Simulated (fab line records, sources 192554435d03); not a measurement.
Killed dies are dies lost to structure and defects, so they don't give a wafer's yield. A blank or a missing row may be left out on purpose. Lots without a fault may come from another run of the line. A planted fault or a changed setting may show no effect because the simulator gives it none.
Chamber matching | flow n5_finfet | N5_SD_EPI_N_ETCHBACK_44 on rie_diel-06: 4 sister chambers
The step etches SiNx in CH3F/O2, stops on SiO2, target depth 14.5 nm. 4 wafers are shown with their chamber, then 8 later ones without.

WAFERS WITH THEIR CHAMBER
wafer  | chamber | showerhead_plenum_p_Torr (Torr)
L074.2 | 0       | 1.96
L079.3 | 1       | 2.02
L088.5 | 2       | 2.06
L089.1 | 3       | 1.99

WAFERS WITHOUT THEIR CHAMBER
wafer  | showerhead_plenum_p_Torr (Torr)
L089.2 | 2.01
L089.3 | 2.06
L092.1 | 2.06
L092.2 | 1.95
L092.4 | 1.99
L094.2 | 1.94
L094.5 | 2.06
L094.6 | 1.99

WHICH CHAMBER EACH WENT THROUGH
wafer  | from the rows above     | in truth
L089.2 | can't be placed: 1 or 3 | 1
L089.3 | 2                       | 2
L092.1 | 2                       | 2
L092.2 | 0                       | 0
L092.4 | 3                       | 3
L094.2 | 0                       | 0
L094.5 | 2                       | 2
L094.6 | 3                       | 3
Placed correctly: 7 of 8. Can't be placed from these rows: 1 (the true chamber is among the candidates in 1). Placed wrongly: 0.
How it was worked out, from the rows above alone: a wafer's distance from a chamber is the root of the sum, over the readings, of the square of ((its reading less the chamber's mean) divided by the reading's scatter). The wafer belongs to the nearest chamber; if the next one is less than 2 further off, it can't be placed. A chamber's mean is the mean of its shown wafers. The scatter: with one shown wafer a chamber, the root of the mean of the squares of how far each hidden wafer lies from its nearest shown one.
